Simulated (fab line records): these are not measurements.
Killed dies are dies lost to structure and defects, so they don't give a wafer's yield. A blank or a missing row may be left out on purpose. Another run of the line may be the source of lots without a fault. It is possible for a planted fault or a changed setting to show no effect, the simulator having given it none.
fab line records | flow n5-finfet
[record] lots = 7 | wafers = 39
route steps=1938 shown FIN_SAQP@102 STI_FIN_REVEAL@190 SPACER0@260 SD_EPI_N@262
start-h: start of the lot's first displayed wafer, in hours after the record's first day | wait-h: time in hours since the lot's previous step | " unchanged from the row above | L1.1+2: a single row standing in for several wafers | - either no value or no given start | * or withheld: withheld | < > ~ a bound
route shown NAME@n: NAME is a module with steps in the file, n the number in the route of the first one | usual: average and standard deviation across the fault-free wafers | same: alike in all rows | chamber/n: place in a boat | sites: the reading at each site | _std_site: the values' standard deviation | _edge_site: outer sites' mean less inner sites' | radius-mm: for every site, how far away it sits from the centre of the wafer | mask NAME#n: copy n | behind: tool/chamber where the wafer was last shaped | hold: cause of the lot's hold/its duration in hours/its outcome | device: names the non-switching transistor (n, p or np) | end of line: the same wafers' tests at the end of the route | where a step has no rows: the recipe by itself | killed: the dies lost at the first sort to structure and to defects; this is not the yield of the wafer | map: a wafer's dies, marking killed ones x, the rest . and places with no die _
set.NAME: the run value of the setting; set.NAME@STEP: its run value at that earlier step | model.NAME: the simulator's own value behind a step, which no gauge read
lots run with intentionally changed settings; tables by step, rows by wafer
[[steps]]
[step N5_FIN_SAQP_HM_DEP_72]
[recipe] material = SiO2 | target-thk-a = 120 | temp-c = 400 | precursor = SiH4/N2O | pressure-torr = 0.75 | rf-w = 275 | time-s = 7.2
lot.wafer | tool     | chamber | start-h | wait-h | set.target-thk-a | model.SiO2_of_FIN_SAQP_HM_DEP_72.thk-nm
L084.1    | pecvd-04 | 1       | 81.73   | 0.0    | 120              | 12.08
L084.2    | "        | 2       | "       | "      | 109.9            | 11.01
L084.3    | "        | 0       | "       | "      | 109.9            | 10.8
L084.4    | "        | 0       | "       | "      | 109.9            | 11.16
L084.5    | "        | 1       | "       | "      | 120              | 12.38
L084.6    | "        | 2       | "       | "      | 120              | 12.27
L085.1    | pecvd-04 | 1       | 88.69   | 0.0    | 136.9            | 13.61
L085.2    | "        | 2       | "       | "      | 120              | 12.08
L085.3    | "        | 0       | "       | "      | 120              | 11.99
L085.4    | "        | 2       | "       | "      | 120              | 12.06
L085.5    | "        | 0       | "       | "      | 136.9            | 13.66
L085.6    | "        | 1       | "       | "      | 136.9            | 13.89
L086.1    | pecvd-03 | 1       | 95.12   | 0.0    | 120              | 11.84
L086.2+4  | "        | 2       | "       | "      | 113              | 11.4
L086.3    | "        | 1       | "       | "      | 113              | 11.59
L086.5    | "        | 1       | "       | "      | 120              | 12.14
L086.6    | "        | 2       | "       | "      | 120              | 12.35
L087.1    | pecvd-04 | 0       | 101.04  | 0.0    | 120              | 12.09
L087.2    | "        | 2       | "       | "      | 137.3            | 13.69
L087.3    | "        | 1       | "       | "      | 137.3            | 13.78
L087.4    | "        | 0       | "       | "      | 137.3            | 13.85
L087.5    | "        | 2       | "       | "      | 120              | 12.21
L087.6    | "        | 1       | "       | "      | 120              | 12.16
L090.1    | pecvd-02 | 0       | 118.42  | 0.0    | 120              | 11.93
L090.2    | "        | 2       | "       | "      | 130.6            | 12.95
L090.3    | "        | 1       | "       | "      | 130.6            | 12.93
L090.4    | "        | 1       | "       | "      | 120              | 12.01
L090.5    | "        | 2       | "       | "      | 120              | 12.08
L090.6    | "        | 0       | "       | "      | 130.6            | 13.21
L092.2    | pecvd-02 | 1       | 130.46  | 0.0    | 120              | 12.02
L092.4    | "        | 2       | "       | "      | 120              | 12.07
L092.6    | "        | 1       | "       | "      | 120              | 12.15
L097.1    | pecvd-02 | 0       | 159.41  | 0.0    | 136.4            | 13.45
L097.2    | "        | 1       | "       | "      | 120              | 11.69
L097.3    | "        | 2       | "       | "      | 120              | 11.79
L097.4    | "        | 0       | "       | "      | 136.4            | 13.8
L097.5    | "        | 2       | "       | "      | 136.4            | 13.53
L097.6    | "        | 1       | "       | "      | 120              | 11.87
[step N5_FIN_SAQP_COAT_49]
[recipe] resist = SOC | temp-c = 250 | time-s = 60 | spin-rpm = 1500 | resist-thk-nm = 100
[step N5_FIN_SAQP_COAT_50]
[recipe] resist = SiARC | temp-c = 220 | time-s = 60 | spin-rpm = 1500 | resist-thk-nm = 35
[step N5_FIN_SAQP_ETCH_52]
[recipe] chemistry = N2/H2 | target = SOC | target-depth-a = 1000 | overetch-a = 200 | mask-material = SiARC | temp-c = 40 | time-s = 150 | ion-energy-ev = 200 | pressure-mtorr = 30 | source-w = 840 | bias-w = 150 | n2-flow-sccm = 200 | h2-flow-sccm = 200 | ends = end-point
[step N5_FIN_SAQP_STRIP_53]
[recipe] chemistry = N2/H2 | temp-c = 40 | n2-flow-sccm = 200 | h2-flow-sccm = 200 | rf-frequency-hz = 6e+07
[step N5_FIN_SAQP_HM_OPEN_73]
[recipe] chemistry = CHF3/O2 | target = SiO2 | stop-on = a-Si | target-depth-a = 120 | over-etch-frac = 1.8 | mask-material = SOC | time-s = 16.8 | pressure-mtorr = 30 | source-w = 650 | bias-w = 170 | Ar_flow_sccm = 200 | CHF3_flow_sccm = 50 | O2_flow_sccm = 5 | ion-energy-ev = 200 | ends = end-point
lot.wafer | tool        | chamber | start-h | wait-h | set.target-thk-a@FIN_SAQP_HM_DEP_72 | model.etch.depth-nm
L084.1    | rie-diel-04 | 1       | 82.35   | 0.0    | 120                                 | 12.08
L084.2    | "           | 3       | "       | "      | 109.9                               | 11.01
L084.3    | "           | 2       | "       | "      | 109.9                               | 10.8
L084.4    | "           | 0       | "       | "      | 109.9                               | 11.16
L084.5    | "           | 3       | "       | "      | 120                                 | 12.38
L084.6    | "           | 2       | "       | "      | 120                                 | 12.27
L085.1    | rie-diel-02 | 2       | 89.76   | 0.0    | 136.9                               | 13.61
L085.2    | "           | 3       | "       | "      | 120                                 | 12.08
L085.3    | "           | 1       | "       | "      | 120                                 | 11.99
L085.4    | "           | 3       | "       | "      | 120                                 | 12.06
L085.5    | "           | 2       | "       | "      | 136.9                               | 13.66
L085.6    | "           | 1       | "       | "      | 136.9                               | 13.89
L086.1    | rie-diel-06 | 0       | 95.79   | 0.0    | 120                                 | 11.84
L086.2+4  | "           | 3,1     | "       | "      | 113                                 | 11.4
L086.3    | "           | 2       | "       | "      | 113                                 | 11.59
L086.5    | "           | 0       | "       | "      | 120                                 | 12.14
L086.6    | "           | 1       | "       | "      | 120                                 | 12.35
L087.1    | rie-diel-04 | 3       | 101.88  | 0.0    | 120                                 | 12.09
L087.2    | "           | 1       | "       | "      | 137.3                               | 13.69
L087.3    | "           | 2       | "       | "      | 137.3                               | 13.78
L087.4    | "           | 2       | "       | "      | 137.3                               | 13.85
L087.5    | "           | 3       | "       | "      | 120                                 | 12.21
L087.6    | "           | 1       | "       | "      | 120                                 | 12.16
L090.1    | rie-diel-02 | 1       | 119.16  | 0.0    | 120                                 | 11.93
L090.2    | "           | 0       | "       | "      | 130.6                               | 12.95
L090.3    | "           | 3       | "       | "      | 130.6                               | 12.93
L090.4    | "           | 0       | "       | "      | 120                                 | 12.01
L090.5    | "           | 3       | "       | "      | 120                                 | 12.08
L090.6    | "           | 1       | "       | "      | 130.6                               | 13.21
L092.2    | rie-diel-04 | 3       | 131.20  | 0.0    | 120                                 | 12.02
L092.4    | "           | 2       | "       | "      | 120                                 | 12.07
L092.6    | "           | 3       | "       | "      | 120                                 | 12.15
L097.1    | rie-diel-06 | 3       | 160.15  | 0.0    | 136.4                               | 13.45
L097.2    | "           | 2       | "       | "      | 120                                 | 11.69
L097.3    | "           | 1       | "       | "      | 120                                 | 11.79
L097.4    | "           | 3       | "       | "      | 136.4                               | 13.8
L097.5    | "           | 2       | "       | "      | 136.4                               | 13.53
L097.6    | "           | 1       | "       | "      | 120                                 | 11.87
[step N5_FIN_SAQP_ETCH_64]
[recipe] chemistry = CF4 | target = SiO2 | target-depth-a = 15 | ion-energy-ev = 350 | pressure-mtorr = 10 | icp-w = 800 | bias-w = 400 | cf4-flow-sccm = 80
lot.wafer | tool      | chamber | start-h | wait-h | set.bias-w | model.etch.depth-nm
L084.1    | rie-si-04 | 1       | 86.44   | 0.0    | 400        | 1.492
L084.2+4  | "         | 2,0     | "       | "      | 400        | 1.493
L084.3    | "         | 3       | "       | "      | 400        | 1.499
L084.5    | "         | 1       | "       | "      | 400        | 1.504
L084.6    | "         | 0       | "       | "      | 400        | 1.49
L085.1    | rie-si-02 | 2       | 94.90   | 0.0    | 400        | 1.5
L085.2    | "         | 3       | "       | "      | 342.1      | 1.394
L085.3    | "         | 1       | "       | "      | 342.1      | 1.403
L085.4    | "         | 0       | "       | "      | 400        | 1.498
L085.5    | "         | 1       | "       | "      | 400        | 1.482
L085.6    | "         | 2       | "       | "      | 342.1      | 1.428
L086.1    | rie-si-04 | 1       | 101.13  | 0.0    | 465        | 1.566
L086.2    | "         | 3       | "       | "      | 465        | 1.576
L086.3    | "         | 2       | "       | "      | 400        | 1.505
L086.4    | "         | 0       | "       | "      | 400        | 1.482
L086.5    | "         | 0       | "       | "      | 400        | 1.486
L086.6    | "         | 3       | "       | "      | 465        | 1.582
L087.1    | rie-si-02 | 3       | 105.86  | 0.0    | 400        | 1.459
L087.2    | "         | 0       | "       | "      | 468        | 1.567
L087.3    | "         | 2       | "       | "      | 468        | 1.578
L087.4    | "         | 1       | "       | "      | 400        | 1.501
L087.5    | "         | 3       | "       | "      | 400        | 1.475
L087.6    | "         | 2       | "       | "      | 468        | 1.577
L090.1    | rie-si-02 | 3       | 123.33  | 0.0    | 400        | 1.484
L090.2    | "         | 0       | "       | "      | 357.7      | 1.443
L090.3    | "         | 2       | "       | "      | 400        | 1.498
L090.4    | "         | 1       | "       | "      | 400        | 1.502
L090.5    | "         | 0       | "       | "      | 357.7      | 1.442
L090.6    | "         | 3       | "       | "      | 357.7      | 1.427
L092.2    | rie-si-03 | 2       | 134.97  | 0.0    | 400        | 1.5
L092.4    | "         | 0       | "       | "      | 400        | 1.491
L092.6    | "         | 1       | "       | "      | 400        | 1.516
L097.1+6  | rie-si-04 | 0,1     | 163.93  | 0.0    | 371        | 1.449
L097.2    | "         | 1       | "       | "      | 400        | 1.48
L097.3    | "         | 3       | "       | "      | 400        | 1.492
L097.4    | "         | 2       | "       | "      | 371        | 1.466
L097.5    | "         | 0       | "       | "      | 400        | 1.484
[step N5_STI_FIN_REVEAL_ETCHBACK_08]
[recipe] chemistry = C4F6/O2 | target = SiO2 | target-depth-a = 305 | time-s = 10.167 | ion-energy-ev = 250 | pressure-mtorr = 30 | source-w = 345 | bias-w = 185 | Ar_flow_sccm = 300 | C4F6_flow_sccm = 10 | O2_flow_sccm = 10
lot.wafer        | tool        | chamber     | start-h | wait-h | set.target-depth-a
L084.1+2+3       | rie-diel-04 | 1,0,2       | 94.03   | 0.2    | 305
L084.4+5+6       | "           | 3,1,0       | "       | "      | 324.6
L085.1+2+3+4+5+6 | rie-diel-04 | 3,1,2,1,3,2 | 104.58  | 0.2    | 305
L086.1+3+5       | rie-diel-06 | 1,2,0       | 108.73  | 0.4    | 331
L086.2+4+6       | "           | 0,3,3       | "       | "      | 305
L087.1+3+4       | rie-diel-06 | 2,1,0       | 113.37  | 0.3    | 305
L087.2+5+6       | "           | 3,2,3       | "       | "      | 325.2
L090.1+5+6       | rie-diel-04 | 0,1,0       | 130.61  | 0.2    | 305
L090.2+3+4       | "           | 2,1,3       | "       | "      | 289.3
L092.2+4+6       | rie-diel-04 | 0,2,1       | 142.70  | 0.2    | 305
L097.1+3+5       | rie-diel-04 | 3,0,3       | 171.29  | 0.2    | 305
L097.2+4+6       | "           | 2,2,0       | "       | "      | 329.1
[step N5_STI_FIN_REVEAL_STRIP_24]
[recipe] chemistry = N2/H2 | time-s = 90 | power-w = 100 | temp-c = 40 | pressure-mtorr = 100 | rf-frequency-hz = 6e+07 | bias-power-w = 3 | n2-flow-sccm = 300 | h2-flow-sccm = 300
[step N5_STI_FIN_REVEAL_PRECLEAN_25]
[recipe] chemistry = SPM | time-s = 90 | temp-c = 120 | mix = 4:1
[step N5_STI_FIN_REVEAL_SRD_23]
[recipe] dry = ipa-marangoni | time-s = 30 | temp-c = 23 | rinse-liquid = diw
[step N5_STI_FIN_REVEAL_FIN_H_MEAS_10]
[usual] trench-depth-nm = 52.1/0.75
lot.wafer | tool   | chamber | start-h | wait-h | set.target-depth-a@STI_FIN_REVEAL_ETCHBACK_08 | trench-depth-nm
L084.1    | ocd-02 | -       | 96.98   | 0.0    | 305                                           | 52.3
L084.2    | "      | -       | "       | "      | 305                                           | 52.4
L084.3    | "      | -       | "       | "      | 305                                           | 52.9
L084.4    | "      | -       | "       | "      | 324.6                                         | 55.7
L084.5    | "      | -       | "       | "      | 324.6                                         | 54.1
L084.6    | "      | -       | "       | "      | 324.6                                         | 54.8
L085.1    | ocd-02 | -       | 107.83  | 0.0    | 305                                           | 52.7
L085.2    | "      | -       | "       | "      | 305                                           | 51.6
L085.3    | "      | -       | "       | "      | 305                                           | 52.5
L085.4    | "      | -       | "       | "      | 305                                           | 52.6
L085.5    | "      | -       | "       | "      | 305                                           | 52.1
L085.6    | "      | -       | "       | "      | 305                                           | 53.1
L086.1    | ocd-01 | -       | 111.69  | 0.0    | 331                                           | 55.0
L086.2    | "      | -       | "       | "      | 305                                           | 52.2
L086.3    | "      | -       | "       | "      | 331                                           | 54.0
L086.4    | "      | -       | "       | "      | 305                                           | 53.0
L086.5    | "      | -       | "       | "      | 331                                           | 54.7
L086.6    | "      | -       | "       | "      | 305                                           | 53.9
L087.1    | ocd-01 | -       | 116.33  | 0.0    | 305                                           | 50.8
L087.2    | "      | -       | "       | "      | 325.2                                         | 53.8
L087.3    | "      | -       | "       | "      | 305                                           | 50.7
L087.4    | "      | -       | "       | "      | 305                                           | 50.8
L087.5    | "      | -       | "       | "      | 325.2                                         | 52.7
L087.6    | "      | -       | "       | "      | 325.2                                         | 53.3
L090.1    | ocd-01 | -       | 133.63  | 0.0    | 305                                           | 52.4
L090.2    | "      | -       | "       | "      | 289.3                                         | 51.2
L090.3    | "      | -       | "       | "      | 289.3                                         | 51.1
L090.4    | "      | -       | "       | "      | 289.3                                         | 51.4
L090.5    | "      | -       | "       | "      | 305                                           | 52.5
L090.6    | "      | -       | "       | "      | 305                                           | 52.2
L092.2    | ocd-02 | -       | 145.65  | 0.0    | 305                                           | 52.4
L092.4    | "      | -       | "       | "      | 305                                           | 52.8
L092.6    | "      | -       | "       | "      | 305                                           | 52.3
L097.1    | ocd-02 | -       | 174.43  | 0.0    | 305                                           | 52.7
L097.2    | "      | -       | "       | "      | 329.1                                         | 55.6
L097.3    | "      | -       | "       | "      | 305                                           | 51.8
L097.4    | "      | -       | "       | "      | 329.1                                         | 54.8
L097.5    | "      | -       | "       | "      | 305                                           | 52.7
L097.6    | "      | -       | "       | "      | 329.1                                         | 54.9
[step N5_SPACER0_ALD_08]
[recipe] material = SiNx | target-thk-a = 20 | temp-c = 400 | ald-precursor-family = SiH2I2 | ald-co-reactant = N2/H2-plasma | pressure-torr = 2
lot.wafer        | tool       | chamber     | start-h | wait-h | set.target-thk-a | model.SiNx_of_SPACER0_ALD_08.thk-nm
L084.1+3+4       | ald-sin-02 | 0,3,1       | 108.81  | 0.1    | 22.46            | 2.2
L084.2+5+6       | "          | 2,1,2       | "       | "      | 20               | 2
L085.1+2+5       | ald-sin-04 | 2,1,2       | 119.19  | 0.1    | 22.46            | 2.2
L085.3+4+6       | "          | 3,0,3       | "       | "      | 20               | 2
L086.1+3+4       | ald-sin-01 | 0,3,2       | 122.18  | 0.1    | 23.18            | 2.4
L086.2+5+6       | "          | 1,0,3       | "       | "      | 20               | 2
L087.1+2+3+4+5+6 | ald-sin-02 | 0,3,2,1,1,2 | 127.01  | 0.1    | 20               | 2
L090.1+2+5       | ald-sin-02 | 3,2,0       | 144.57  | 0.1    | 22.43            | 2.2
L090.3+4+6       | "          | 0,1,1       | "       | "      | 20               | 2
L092.2+4+6       | ald-sin-01 | 1,2,3       | 158.03  | 0.1    | 20               | 2
L097.1+2+5       | ald-sin-04 | 3,2,2       | 184.87  | 0.1    | 20               | 2
L097.3+4+6       | "          | 0,1,3       | "       | "      | 19.15            | 2
[step N5_SD_EPI_N_COAT_32]
[recipe] resist = SOC | temp-c = 250 | time-s = 60 | spin-rpm = 1500 | resist-thk-nm = 350
[step N5_SD_EPI_N_STRIP_18]
[recipe] chemistry = SPM | time-s = 750 | temp-c = 130 | h2so4-h2o2-vol-ratio = 4
[step N5_SD_EPI_N_SRD_20]
[recipe] dry = ipa-marangoni | do-ppb = 5 | time-s = 30 | temp-c = 23 | rinse-liquid = diw
[step N5_SD_EPI_N_PRECLEAN_48]
[recipe] chemistry = NF3:NH3 | afs-cycles = 2 | temp-c = 30 | time-s = 20 | sublimation-temp-c = 180 | sublimation-time-s = 60 | pressure-torr = 3 | rf-power-w = 30
lot.wafer    | tool         | chamber | start-h | wait-h | set.target-thk-a@SPACER0_ALD_08 | model.SiNx_of_SPACER0_ALD_08.thk-nm
L084.1+3+4   | epi-rpcvd-03 | 0       | 111.02  | 0.0    | 22.46                           | 1.6
L084.2+5+6   | "            | 0       | "       | "      | 20                              | 1.4
L085.1+2+5   | epi-rpcvd-03 | 0       | 120.84  | 0.0    | 22.46                           | 1.6
L085.3+4+6   | "            | 0       | "       | "      | 20                              | 1.2
L086.1+3+4   | epi-rpcvd-02 | 0       | 123.86  | 0.0    | 23.18                           | 1.6
L086.2+6     | "            | 0       | "       | "      | 20                              | 1.2
L086.5       | "            | 0       | "       | "      | 20                              | 1.4
L087.1+4     | epi-rpcvd-02 | 0       | 128.66  | 0.0    | 20                              | 1.2
L087.2+3+5+6 | "            | 0       | "       | "      | 20                              | 1.4
L090.1+2+5   | epi-rpcvd-02 | 0       | 146.46  | 0.0    | 22.43                           | 1.6
L090.3+4+6   | "            | 0       | "       | "      | 20                              | 1.2
L092.2+4+6   | epi-rpcvd-02 | 0       | 159.87  | 0.1    | 20                              | 1.2
L097.1+2+5   | epi-rpcvd-02 | 0       | 186.65  | 0.0    | 20                              | 1.2
L097.3+4+6   | "            | 0       | "       | "      | 19.15                           | 1.2
[[key]]
[split] step = N5_FIN_SAQP_HM_DEP_72 | setting = target-thk-a | stated = 120 | by = wafer
[response] step = N5_FIN_SAQP_HM_DEP_72 | reading = model.SiO2_of_FIN_SAQP_HM_DEP_72.thk-nm | change = +0.123 | per = 1% | r = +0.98
[response] step = N5_FIN_SAQP_HM_OPEN_73 | reading = model.etch.depth-nm | change = +0.123 | per = 1% | r = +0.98
[split] step = N5_FIN_SAQP_ETCH_64 | setting = bias-w | stated = 400 | by = wafer
[response] step = N5_FIN_SAQP_ETCH_64 | reading = model.etch.depth-nm | change = +0.00544 | per = 1% | r = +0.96
[split] step = N5_STI_FIN_REVEAL_ETCHBACK_08 | setting = target-depth-a | stated = 305 | by = wafer
[response] step = N5_STI_FIN_REVEAL_FIN_H_MEAS_10 | reading = trench-depth-nm | change = +0.293 | per = 1% | r = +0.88
[split] step = N5_SPACER0_ALD_08 | setting = target-thk-a | stated = 20 | by = wafer
[response] step = N5_SPACER0_ALD_08 | reading = model.SiNx_of_SPACER0_ALD_08.thk-nm | change = +0.019 | per = 1% | r = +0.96
[response] step = N5_SD_EPI_N_PRECLEAN_48 | reading = model.SiNx_of_SPACER0_ALD_08.thk-nm | change = +0.0243 | per = 1% | r = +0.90
